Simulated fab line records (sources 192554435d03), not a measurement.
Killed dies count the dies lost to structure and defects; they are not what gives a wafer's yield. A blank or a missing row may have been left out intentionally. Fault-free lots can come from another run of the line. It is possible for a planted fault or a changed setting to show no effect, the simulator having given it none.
fab line records | flow n5_finfet
[record] lots = 9 wafers = 25 last_day = 19
route steps=1938 shown BEOL_M0@739 BEOL_M1@756 BEOL_M4@1111 PASSIVATION@1936
lots untouched by any fault: they come from a run of this same line in which no faults occurred
start_h: hours from the record's first day to the start of the lot's first wafer shown | wait_h: time in hours since the lot's previous step | " as in the row above | L1.1+2: one row covering several wafers at once | - no value, or no start given | * or withheld: withheld | < > ~ a bound
route shown NAME@n: NAME is a module with steps in the file, n the number in the route of the first one | usual: mean/standard deviation of fault-free wafers | same: alike in all rows | chamber/n: place in a boat | sites: readings site by site | _std_site: standard deviation of those values | _edge_site: the outer-site mean with the inner-site mean subtracted | radius_mm: for every site, how far away it sits from the centre of the wafer | mask NAME#n: copy n | behind: the tool/chamber that last shaped the wafer | hold: what put the lot on hold/how long, in hours/how the hold closed | device: transistor that didn't switch, given as n, p or np | end of line: the same wafers' tests at the end of the route | step lacking rows: just its recipe | killed: count of dies lost to structure and defects at first sort (not the wafer's yield) | map: shows each die of a wafer: x if killed, . if not, _ if none is there
set.NAME: the setting the step ran with; set.NAME@STEP: the setting that earlier step ran with | model.NAME: the simulator's own value behind a step, which no gauge read
one table for each step of the route and one row for each wafer, over a sample of lots
services: from which hour (start_h, from the record's first day; less than 0 if before it) a tool's chamber was out of use, for how many hours, and why
[[steps]]
[step N5_BEOL_M0_ANNEAL_135]
[recipe] temp_c = 400 time_s = 60 ambient = vacuum
[usual] heater_power_w = 857/91
// columns lot.wafer tool chamber start_h wait_h heater_power_w
L838.2 pvd_sputter-03 - 148.28 0.0 820
L838.6 " - " " 809
L842.1 pvd_sputter-03 - 160.36 0.0 904
L842.2 " - " " 820
L842.5 " - " " 761
L844.1 pvd_sputter-01 - 171.73 0.0 984
L844.2 " - " " 797
L844.3 " - " " 903
L845.1 pvd_sputter-02 - 182.52 0.0 724
L845.5 " - " " 729
L845.6 " - " " 1024
L846.1 pvd_sputter-02 - 189.54 0.0 745
L846.6 " - " " 1064
L854.1 pvd_sputter-02 - 232.50 0.0 729
L854.3 " - " " 741
L854.5 " - " " 735
L855.1 pvd_sputter-02 - 238.35 0.0 745
L855.2 " - " " 749
L855.5 " - " " 851
L857.1 pvd_sputter-03 - 254.16 0.0 765
L857.3 " - " " 843
L857.4 " - " " 760
L858.1 pvd_sputter-03 - 264.10 0.0 838
L858.3 " - " " 886
L858.6 " - " " 819
[step N5_BEOL_M0_CO_CAP_123]
[recipe] material = Co target_thk_a = 20 temp_c = 200 precursor = CCTBA/H2 pressure_torr = 30 time_s = 102.1
[usual] chamber_pressure_Torr = 30.01/0.064 heater_power_outer_w = 126/12 heater_power_w = 243/30
// columns lot.wafer tool chamber start_h wait_h chamber_pressure_Torr heater_power_outer_w heater_power_w
L838.2 cvd_co-01 0 149.18 0.0 30.06 122 223
L838.6 " 0 " " 30.05 124 216
L842.1 cvd_co-01 2 161.26 0.0 29.97 116 227
L842.2 " 1 " " 29.85 150 309
L842.5 " 0 " " 29.95 124 218
L844.1 cvd_co-02 0 172.92 0.0 29.98 135 242
L844.2 " 1 " " 30.08 119 233
L844.3 " 2 " " 29.93 114 227
L845.1 cvd_co-01 2 183.44 0.0 30.00 114 226
L845.5 " 0 " " 29.96 122 217
L845.6 " 1 " " 30.07 151 314
L846.1 cvd_co-01 1 190.64 0.0 29.94 149 304
L846.6 " 0 " " 30.00 122 216
L854.1 cvd_co-02 2 234.86 0.0 29.99 114 228
L854.3 " 1 " " 29.97 120 240
L854.5 " 0 " " 29.88 140 251
L855.1 cvd_co-02 2 239.36 0.0 30.02 117 223
L855.2 " 0 " " 29.97 137 249
L855.5 " 0 " " 29.91 140 251
L857.1 cvd_co-01 1 255.78 0.0 30.05 148 308
L857.3 " 0 " " 29.99 122 218
L857.4 " 1 " " 29.99 146 304
L858.1 cvd_co-02 2 265.28 0.0 30.10 121 225
L858.3 " 1 " " 30.07 117 232
L858.6 " 2 " " 30.12 118 229
[step N5_BEOL_M0_DEP_125]
[recipe] material = SiCN target_thk_a = 80 temp_c = withheld precursor = 3MS/NH3 pressure_torr = 3 rf_w = 202 time_s = 14
[usual] chamber_pressure_Torr = 3.000/0.0062 showerhead_plenum_p_Torr = 3.667/0.013 throttle_valve_pct = 9.4/0.5
// columns lot.wafer tool chamber start_h wait_h chamber_pressure_Torr showerhead_plenum_p_Torr throttle_valve_pct
L838.2 pecvd-03 0 149.30 0.0 3.002 3.659 9.3
L838.6 " 1 " " 3.001 3.665 10.0
L842.1 pecvd-04 1 161.38 0.0 2.996 3.682 9.2
L842.2 " 0 " " 2.998 3.686 9.6
L842.5 " 0 " " 2.999 3.683 9.9
L844.1 pecvd-01 0 173.03 0.0 3.008 3.664 9.5
L844.2 " 2 " " 3.015 3.652 10.1
L844.3 " 1 " " 3.000 3.680 9.3
L845.1 pecvd-03 0 183.56 0.0 3.015 3.664 9.2
L845.5 " 2 " " 2.992 3.667 8.9
L845.6 " 0 " " 3.004 3.664 9.5
L846.1 pecvd-03 1 190.75 0.0 3.005 3.664 9.8
L846.6 " 0 " " 2.994 3.660 9.2
L854.1 pecvd-04 0 234.98 0.0 3.007 3.675 9.6
L854.3 " 1 " " 2.996 3.677 9.2
L854.5 " 2 " " 3.004 3.657 8.9
L855.1 pecvd-04 2 239.48 0.0 3.006 3.659 8.6
L855.2 " 0 " " 3.005 3.683 9.8
L855.5 " 0 " " 3.000 3.688 9.8
L857.1 pecvd-03 0 255.90 0.0 3.002 3.666 9.5
L857.3 " 1 " " 2.996 3.663 10.0
L857.4 " 1 " " 3.015 3.646 9.8
L858.1 pecvd-03 1 265.40 0.0 3.007 3.667 9.9
L858.3 " 2 " " 2.997 3.666 9.0
L858.6 " 2 " " 3.003 3.668 9.1
[step N5_BEOL_M1_COAT_62]
[recipe] resist = SiARC temp_c = 220 time_s = 60 spin_rpm = 1500 resist_thk_nm = 12
[usual] spin_speed_rpm = 1500.0/0.87
// columns lot.wafer tool chamber start_h wait_h spin_speed_rpm
L838.2 litho_track-03 0 149.84 - 1501.1
L838.6 " 0 " " 1499.1
L842.1 litho_track-01 0 162.11 - 1500.4
L842.2 " 0 " " 1501.3
L842.5 " 0 " " 1499.9
L844.1 litho_track-03 0 173.99 - 1748.8
L844.2 " 0 " " 1748.3
L844.3 " 0 " " 1749.2
L845.1 litho_track-03 0 184.53 - 1748.5
L845.5 " 0 " " 1748.5
L845.6 " 0 " " 1749.0
L846.1 litho_track-01 0 193.66 - 1502.2
L846.6 " 0 " " 1500.8
L854.1 litho_track-02 0 235.43 - 1498.6
L854.3 " 0 " " 1498.3
L854.5 " 0 " " 1500.2
L855.1 litho_track-01 0 240.96 - 1499.0
L855.2 " 0 " " 1499.1
L855.5 " 0 " " 1500.4
L857.1 litho_track-02 0 258.03 - 1501.9
L857.3 " 0 " " 1498.9
L857.4 " 0 " " 1500.0
L858.1 litho_track-03 0 267.45 - 1499.8
L858.3 " 0 " " 1498.4
L858.6 " 0 " " 1499.4
[step N5_BEOL_M1_ETCH_63]
[recipe] chemistry = CF4 target = SiARC target_depth_a = 156 mask_material = CAR-EUV time_s = 26 ion_energy_ev = 80 pressure_mtorr = 40 source_w = 545 bias_w = 36 Ar_flow_sccm = 100 cf4_flow_sccm = 100 ends = cleared
[usual] drypump_motor_current_A = 5.8/0.56 etch_rf_on_time_s = 26.0/0.89 oes_product_au = 0.65/0.059 rf_vpp_V = 184.3/1.1 showerhead_plenum_p_Torr = 2.15/0.067 throttle_valve_pct = 15.69/0.23
// columns lot.wafer tool chamber start_h wait_h drypump_motor_current_A etch_rf_on_time_s oes_product_au rf_hours_counter_h rf_vpp_V showerhead_plenum_p_Torr throttle_valve_pct
L838.2 rie_diel-01 0 150.27 0.0 6.1 27.4 0.57 247 183.1 2.10 15.59
L838.6 " 0 " " 6.1 27.6 0.57 - 182.4 2.10 15.59
L842.1 rie_diel-01 1 162.67 0.0 6.3 25.8 0.61 184 183.0 2.05 15.84
L842.2 " 3 " " 6.2 24.4 0.66 167 185.9 2.23 15.43
L842.5 " 2 " " 5.7 26.0 0.66 - 186.0 2.22 15.75
L844.1 rie_diel-03 2 174.43 0.0 4.7 24.6 0.64 146 184.5 2.23 15.96
L844.2 " 3 " " 6.3 22.6 0.75 62 183.8 2.08 15.42
L844.3 " 1 " " 6.1 24.8 0.61 194 185.9 2.21 15.78
L845.1 rie_diel-03 3 185.06 0.0 6.4 22.4 0.74 64 183.5 2.08 15.43
L845.5 " 3 " " 6.4 22.5 0.75 - 182.5 2.08 15.43
L845.6 " 0 " " 5.0 23.9 0.63 - 183.3 2.14 15.89
L846.1 rie_diel-01 2 194.10 0.0 5.7 26.4 0.64 168 184.6 2.22 15.77
L846.6 " 3 " " 6.2 24.7 0.66 - 184.7 2.23 15.43
L854.1 rie_diel-04 0 235.99 0.0 5.9 26.4 0.58 228 185.6 2.20 15.55
L854.3 " 3 " " 6.0 25.9 0.63 186 184.5 2.12 15.80
L854.5 " 1 " " 6.1 26.2 0.66 - 182.1 2.06 15.90
L855.1 rie_diel-03 1 241.52 0.0 6.1 27.1 0.61 212 184.1 2.20 15.82
L855.2 " 3 " " 6.4 25.0 0.73 80 183.9 2.08 15.47
L855.5 " 3 " " 6.4 25.1 0.72 - 184.4 2.08 15.48
L857.1 rie_diel-01 3 258.48 0.0 6.2 24.9 0.64 191 183.5 2.22 15.47
L857.3 " 1 " " 6.2 26.3 0.59 212 184.8 2.04 15.89
L857.4 " 0 " " 6.1 26.2 0.74 22 182.3 2.10 15.16
L858.1 rie_diel-04 3 267.96 0.0 5.9 26.2 0.61 196 183.9 2.12 15.81
L858.3 " 0 " " 5.9 26.2 0.58 238 185.4 2.20 15.56
L858.6 " 0 " " 5.9 26.3 0.57 - 184.5 2.20 15.57
[step N5_BEOL_M4_RC_MEAS_101]
[usual] DIBL_N = 36.0/1.6 DIBL_P = 35.8/2 IOFF_N = 0.152/0.03 IOFF_P = 0.20/0.031 ION_N = 670/12 ION_P = 459/7.4 SS_N = 71.5/0.56 SS_P = 73.2/0.64 VT_N = 251/3.5 VT_P = -252/3.3
// columns lot.wafer tool chamber start_h wait_h DIBL_N[mV/V] DIBL_P[mV/V] IOFF_N[nA/um] IOFF_P[nA/um] ION_N[uA/um] ION_P[uA/um] SS_N[mV/dec] SS_P[mV/dec] VT_N[mV] VT_P[mV]
L838.2 prober-01 0 214.81 0.2 36.7 37.3 0.176 0.21 670 452 71.8 73.2 251 -251
L838.6 " 0 " " 35.8 35.5 0.165 0.19 667 456 71.8 73.5 247 -254
L842.1 prober-01 0 241.38 0.0 33.4 30.6 0.099 0.15 645 449 70.3 71.7 256 -254
L842.2 " 0 " " 34.5 33.8 0.123 0.19 671 467 70.3 72.5 252 -251
L842.5 " 0 " " 36.9 35.4 0.152 0.20 662 460 72.2 73.3 249 -249
L844.1 prober-01 0 247.01 0.0 33.3 33.0 0.110 0.16 659 457 71.8 72.7 253 -254
L844.2 " 0 " " 34.2 35.2 0.129 0.19 661 457 71.1 73.3 252 -252
L844.3 " 0 " " 36.2 38.0 0.170 0.23 678 463 71.6 73.7 249 -247
L845.1 prober-02 0 252.74 0.0 35.8 35.9 0.134 0.17 677 452 71.8 72.7 252 -258
L845.5 " 0 " " 35.1 35.9 0.132 0.18 669 467 71.2 72.4 252 -256
L845.6 " 0 " " 36.3 36.2 0.141 0.17 662 451 71.6 73.2 253 -258
L846.1 prober-01 0 275.60 0.0 36.2 35.1 0.121 0.17 644 446 71.9 72.7 260 -257
L846.6 " 0 " " 37.3 37.2 0.154 0.21 669 456 72.3 73.1 253 -252
L854.1 prober-02 0 317.40 0.0 35.8 34.9 0.155 0.19 680 462 71.8 72.8 249 -252
L854.3 " 0 " " 33.6 31.3 0.109 0.14 653 449 71.5 73.0 257 -256
L854.5 " 0 " " 34.9 33.4 0.135 0.17 674 463 71.9 72.8 250 -253
L855.1 prober-02 0 328.96 0.0 35.5 33.7 0.136 0.21 674 473 70.9 72.8 254 -250
L855.2 " 0 " " 36.1 34.1 0.144 0.21 661 459 71.4 73.5 251 -246
L855.5 " 0 " " 35.4 33.8 0.135 0.20 664 459 71.3 73.4 251 -247
L857.1 prober-01 0 342.77 0.0 35.3 36.1 0.156 0.23 681 467 71.0 73.7 248 -249
L857.3 " 0 " " 35.7 36.1 0.171 0.22 677 468 71.2 74.0 249 -250
L857.4 " 0 " " 37.0 37.1 0.177 0.23 676 465 71.9 74.4 251 -250
L858.1 prober-02 0 347.34 0.0 34.3 34.4 0.129 0.17 655 454 70.4 72.7 250 -253
L858.3 " 0 " " 31.8 30.1 0.087 0.11 632 435 71.7 71.6 259 -261
L858.6 " 0 " " 33.2 32.1 0.113 0.14 658 449 71.2 72.2 255 -258
[step N5_PASSIVATION_PROBE_49]
[usual] defect_limited_yield = 91.6/1.4 killed_at_M0_to_M3 = 33/10 killed_at_M4_up = 13/5.3 killed_at_contacts = 13/5.9 killed_at_front_end = 36/12 killed_at_other = 4/3.1 killed_dies = 99/16 killed_open = 65/13 killed_short = 32/7.3 sort_bin_5_function = 4.9/0.9 sort_bin_6_memory = 3.1/0.66 sort_bin_8_speed = 0.0/0.42 sort_n_pass = 1081/17 sort_yield_pct = 91.6/1.4
[same] gross_dies = 1180 killed_at_back_side = 0 sort_bin_4_leakage[%] = 0
// columns lot.wafer tool chamber start_h wait_h defect_limited_yield[%] killed_at_M0_to_M3 killed_at_M4_up killed_at_contacts killed_at_front_end killed_at_other killed_dies killed_open killed_short sort_bin_5_function[%] sort_bin_6_memory[%] sort_bin_8_speed[%] sort_n_pass sort_yield_pct[%]
L845.1 prober-02 - 353.36 0.0 92.1 19 22 5 41 6 93 58 27 4.7 2.8 0 1087 92.1
L845.5 prober-02 - 353.56 0.2 91.9 31 27 3 28 6 95 62 33 4.5 3.3 0 1085 91.9
L845.6 prober-02 - 353.61 0.3 89.9 50 8 12 40 9 119 80 37 5.8 3.6 0 1061 89.9
L846.1 prober-02 - 379.39 0.0 87.4 52 11 9 72 5 149 106 43 7.2 5.0 0.3 1028 87.1
L846.6 prober-02 - 379.64 0.3 90.5 31 11 9 52 9 112 80 31 5.7 3.6 0 1068 90.5
// killed by level:class
L845.1 DUMMY_GATE:geometric_particle:open=7 FIN_SAQP:geometric_particle:open=5 STI_FIN_REVEAL:geometric_particle:open=5 BEOL_M4:geometric_particle:open=5 HKMG_FIN:area_etch=5 MOL_CONTACT_COAG:geometric_particle:open=4 BEOL_M1:geometric_particle:open=4 BEOL_M6:geometric_particle:open=4
L845.5 BEOL_M4:geometric_particle:open=14 BEOL_M0_SAQP:geometric_particle:open=8 STI_FIN_REVEAL:geometric_particle:open=6 BEOL_M0_SAQP:geometric_particle:short=6 BEOL_M4:geometric_particle:short=5 BEOL_M1:geometric_particle:open=5 BEOL_M3:geometric_particle:open=4 STARTING-WAFER:geometric_particle:open=4
L845.6 BEOL_M0_SAQP:geometric_particle:short=12 STI_FIN_REVEAL:geometric_particle:open=11 MOL_CONTACT_COAG:geometric_particle:open=10 BEOL_M2:geometric_particle:open=9 BEOL_M3:geometric_particle:open=8 BEOL_M0_SAQP:geometric_particle:open=7 BEOL_M1:geometric_particle:open=7 DUMMY_GATE:geometric_particle:open=5
L846.1 FIN_SAQP:geometric_particle:open=22 STI_FIN_REVEAL:geometric_particle:open=21 FIN_SAQP:geometric_particle:short=14 BEOL_M2:geometric_particle:open=14 MOL_CONTACT_COAG:geometric_particle:open=9 BEOL_M0_SAQP:geometric_particle:short=7 BEOL_M1:geometric_particle:open=7 BEOL_M3:geometric_particle:open=7
L846.6 FIN_SAQP:geometric_particle:open=20 FIN_SAQP:geometric_particle:short=12 STI_FIN_REVEAL:geometric_particle:open=7 MOL_CONTACT_COAG:geometric_particle:open=7 BEOL_M2:geometric_particle:open=6 BEOL_M1:geometric_particle:open=5 BEOL_M3:geometric_particle:open=5 MIM_TOP_ETCH:geometric_particle:open=5
[[services]]
// columns tool chamber start_h hours kind
rie_diel-01 3 139.01 5.3 repair
pvd_sputter-01 - 143.59 5.2 repair
rie_diel-04 2 153.49 7.9 repair
rie_diel-03 2 154.27 4.0 repair
cvd_co-02 - 158.69 6.9 pm
rie_diel-01 0 162.16 - clean
rie_diel-01 0 162.16 - consumable_replace:focus_ring
rie_diel-01 0 162.16 22.8 scheduled_down
rie_diel-01 0 162.16 22.8 vent_cycle
pecvd-03 - 162.43 2.2 repair
rie_diel-04 2 172.44 - clean
rie_diel-04 2 172.44 - consumable_replace:focus_ring
rie_diel-01 3 175.59 15.8 repair
rie_diel-03 - 179.33 2.8 pm
pecvd-04 1 196.95 5.5 scheduled_down
rie_diel-04 2 200.78 4.9 repair
pecvd-04 - 203.08 1.3 repair
rie_diel-04 0 210.17 13.3 repair
pecvd-01 2 215.87 20.5 repair
litho_track-03 - 220.75 - consumable_replace:filter
pecvd-03 1 223.73 6.0 repair
pecvd-03 2 234.72 9.0 repair
pecvd-01 2 236.42 - clean
pecvd-04 0 256.02 5.2 repair
[[key]]
[first_sign] step = N5_BEOL_M1_COAT_62 reading = spin_speed_rpm direction = up sigmas = 99+ usual = * struck = *
[effect] step = N5_BEOL_M1_ETCH_63 reading = etch_rf_on_time_s direction = down sigmas = 2.8 usual = * struck = *
met_at N5_BEOL_M1_COAT_62
struck_lots L844,L845
not_acting_at N5_BEOL_M0_ANNEAL_135,N5_BEOL_M0_CO_CAP_123,N5_BEOL_M0_DEP_125
onset_between 149.84 173.99
[fault] kind = process_parameter_drift tool = litho_track-03 chamber = - onset_h = 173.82 steps = N5_BEOL_M1_COAT_62 channel = spin_rpm offset = * shape = step end_h = 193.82 acts_in = * stated = *
